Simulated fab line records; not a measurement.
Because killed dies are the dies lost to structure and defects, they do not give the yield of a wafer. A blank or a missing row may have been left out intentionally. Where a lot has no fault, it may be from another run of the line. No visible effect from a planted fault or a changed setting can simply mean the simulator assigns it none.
What tool caused it? -- flow nandHarc -- 11 lots, 33 wafers sampled, at 2 steps of a route of 1159

WHAT EACH GAUGE READ, for each wafer
NHARC_P_ZERO_WELL_CD_MEAS_24: the cd target is 720 nm.
lot,measured,on,cdNm (nm)
L148,day 1 14:40,cdSem-02,723.5 720.8 721.3
L149,day 1 20:37,cdSem-02,719.6 719.5 719.2
L154,day 3 02:35,cdSem-01,721.2 720.9 720.3
L155,day 3 08:29,cdSem-03,720.5 720.5 721.8
L156,day 3 14:25,cdSem-02,707.3 708.7 707.3
L158,day 4 02:29,cdSem-02,719.7 720.6 721.9
L159,day 4 08:29,cdSem-03,718.5 719.5 718.7
L166,day 6 02:36,cdSem-02,720.6 719.0 720.7
L169,day 6 20:28,cdSem-01,720.9 721.7 721.1
L170,day 7 02:29,cdSem-02,719.4 720.6 718.0
L171,day 7 08:37,cdSem-03,721.8 719.6 719.7

EACH LOT AND THE TOOL THAT RAN IT (in order: tool; ch and the chambers of the sampled wafers; start)
lot,NHARC_P_ZERO_WELL_EXPOSE_21
L148,"krfScanner-04 ch 0, day 1 14:31"
L149,"krfScanner-01 ch 0, day 1 20:28"
L154,"krfScanner-04 ch 0, day 3 02:26"
L155,"krfScanner-04 ch 0, day 3 08:20"
L156,"krfScanner-04 ch 0, day 3 14:16"
L158,"krfScanner-04 ch 0, day 4 02:20"
L159,"krfScanner-04 ch 0, day 4 08:20"
L166,"krfScanner-02 ch 0, day 6 02:27"
L169,"krfScanner-02 ch 0, day 6 20:19"
L170,"krfScanner-02 ch 0, day 7 02:19"
L171,"krfScanner-01 ch 0, day 7 08:27"
- NHARC_P_ZERO_WELL_EXPOSE_21: exposes mask P NWELL, target cd 720 nm.

WHAT THE TOOLS THEMSELVES READ (means of the sampled wafers that have a number; where no wafer has one, the mark that the record gives instead)
NHARC_P_ZERO_WELL_EXPOSE_21.
lot,tool,exposureDoseMJCm2,reticleTempC (C)
L148,krfScanner-04,22.303,22.89
L149,krfScanner-01,22.297,22.95
L154,krfScanner-04,22.325,22.97
L155,krfScanner-04,22.319,23.01
L156,krfScanner-04,22.319,22.88
L158,krfScanner-04,22.301,23.01
L159,krfScanner-04,22.328,23.09
L166,krfScanner-02,22.335,23.03
L169,krfScanner-02,22.297,22.89
L170,krfScanner-02,22.340,23.12
L171,krfScanner-01,22.306,22.95

THE ANSWER, worked out from the rows above alone
Rule: what is usual is taken from the lots themselves. The widest of any qualifying gaps counts: lots, ordered by their means at a reading, are off when they make up no more than a third of the lots, leave a main group of 4 or more, and stand apart from it by 3 or more times the standard deviation of that group's means. Not used: any main group whose means are identical at the precision the tables above print for the reading. Also off: a lot with no number at a reading for which 4 or more lots have one. Any other lot the step has rows for is counted as sound. Order of review: gauges by route order, followed by the tools' own readings, for which a lot's mean as printed above is used. The first step at which some lot is off is used, and at that step the reading that is off furthest; a lot without a number counts as furthest.
Off at NHARC_P_ZERO_WELL_CD_MEAS_24 (cdNm): L156. The main group has a mean of 720.4 nm with a standard deviation of 0.88.
If a tool, at a process step before that reading, ran all the lots that are off and no sound lot after the first of them, it fits. Those tools and the gauges at NHARC_P_ZERO_WELL_CD_MEAS_24 are tried in the same way. No candidate that was tried fits.

WHAT THE SIMULATOR HAD PUT IN
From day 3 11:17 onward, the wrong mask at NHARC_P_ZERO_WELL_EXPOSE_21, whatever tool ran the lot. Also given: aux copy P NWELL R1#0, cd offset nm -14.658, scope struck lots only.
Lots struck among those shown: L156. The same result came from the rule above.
